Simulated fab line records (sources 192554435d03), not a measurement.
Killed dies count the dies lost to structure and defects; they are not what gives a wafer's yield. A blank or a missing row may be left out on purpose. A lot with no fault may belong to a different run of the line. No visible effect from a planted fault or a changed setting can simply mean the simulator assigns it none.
3 desks looking at one fault / flow n5Finfet / each desk holds nothing but its own numbers, with what lay behind them at the end

== THE DEFECT DESK ==
Per lot, the means of the sampled wafers with a number show what the inspections along the route counted. Any lot whose mean is over 4 standard deviations away from the usual mean is out of limits and marked OUT; that distance is given in the brackets.
Columns: A = rawDefectCount at N5_FIN_SAQP_INSPECT_40, usual 223; B = rawDefectCount at N5_FIN_CUT_INSPECT_10, usual 40; C = rawDefectCount at N5_FIN_CUT_INSPECT_17, usual 228
lot=L986; first seen here=day 5 03:45; A=200; B=39; C=211
lot=L987; first seen here=day 5 09:17; A=673 (+7.5) OUT; B=535 (+50) OUT; C=671 (+7.3) OUT
lot=L988; first seen here=day 5 16:59; A=773 (+9.2) OUT; B=547 (+51) OUT; C=779 (+9.0) OUT
lot=L994; first seen here=day 7 02:17; A=208; B=33; C=221
This desk's verdict: out of limits on L987, L988, starting with L987 at day 5 09:17 (rawDefectCount at N5_FIN_SAQP_INSPECT_40). In limits: L986, L994.

== METROLOGY DESK ==
What the gauges read, lot by lot, whatever tool the lot ran on: means of the sampled wafers that have a number. Any lot whose mean is over 4 standard deviations away from the usual mean is out of limits and marked OUT; that distance is given in the brackets. It has 10 readings; the 7 that lie furthest out on some lot are the ones shown.
Columns: A = DIBL_N at N5_BEOL_M4_RC_MEAS_101, usual 36.0 mV/V; B = DIBL_P at N5_BEOL_M4_RC_MEAS_101, usual 36.2 mV/V; C = IOFF_N at N5_BEOL_M4_RC_MEAS_101, usual 0.16 nA/um; D = ION_N at N5_BEOL_M4_RC_MEAS_101, usual 675 uA/um; E = SS_P at N5_BEOL_M4_RC_MEAS_101, usual 73.3 mV/dec; F = VT_N at N5_BEOL_M4_RC_MEAS_101, usual 250 mV; G = VT_P at N5_BEOL_M4_RC_MEAS_101, usual -251 mV
lot=L986; first seen here=day 11 05:40; A=35.5; B=37.3; C=0.16; D=679; E=73.5; F=250; G=-247
lot=L987; first seen here=day 11 09:58; A=36.0; B=37.5; C=0.18; D=681; E=73.1; F=248; G=-247
lot=L988; first seen here=day 12 05:01; A=33.8; B=34.0; C=0.12; D=665; E=72.9; F=254; G=-252
lot=L994; first seen here=day 13 20:56; A=37.5; B=37.4; C=0.17; D=676; E=73.9; F=252; G=-249
This desk's verdict: no lot among the 4 shows anything out of limits.

== DESK OF THE TOOL OWNER: rieSi-06 ==
The tool's own readings at N5_FIN_SAQP_MANDREL_ETCH_58 (etches a-Si in HBr/Cl2, stops on SiNx, target depth 45 nm, bt time 10 s, time 27 s): means of the sampled wafers that have a number, for each lot that ran on this tool. Any lot whose mean is over 4 standard deviations away from the usual mean is out of limits and marked OUT; that distance is given in the brackets.
Columns: A = drypumpMotorCurrentA at N5_FIN_SAQP_MANDREL_ETCH_58, usual 5.8 A; B = mfcCl2Sccm at N5_FIN_SAQP_MANDREL_ETCH_58, usual 80.05 sccm; C = oesProductAu at N5_FIN_SAQP_MANDREL_ETCH_58, usual 0.695 a.u.; D = rfFwdPowerW at N5_FIN_SAQP_MANDREL_ETCH_58, usual 793 W; E = throttleValvePct at N5_FIN_SAQP_MANDREL_ETCH_58, usual 35.4 %
lot=L986; first seen here=day 5 01:35; A=6.3; B=79.98; C=0.701; D=789; E=35.3
lot=L987; first seen here=day 5 06:38; A=5.5; B=80.07; C=0.698; D=791; E=35.6
lot=L988; first seen here=day 5 14:19; A=5.8; B=80.06; C=0.701; D=791; E=35.3
This desk's verdict: no lot among the 3 shows anything out of limits.

== PUT TOGETHER ==
The defect desk could have raised an alarm at day 5 09:17, on L987, L988.
Metrology desk: nothing out of limits seen.
The tool owner's desk saw nothing out of limits.
The metrology desk has L987, L988 on record, within its limits.
Tool owner's desk: L987, L988 on record, inside its limits.
The lots listed all ran N5_FIN_SAQP_MANDREL_ETCH_58 on rieSi-06.

== WHAT THE SIMULATOR HAD INSERTED ==
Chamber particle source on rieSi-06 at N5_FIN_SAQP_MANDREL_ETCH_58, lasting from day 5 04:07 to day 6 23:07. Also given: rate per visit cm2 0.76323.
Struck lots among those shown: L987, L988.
Hours from the fault's start to each desk's first reading out of limits: the defect desk, 5.
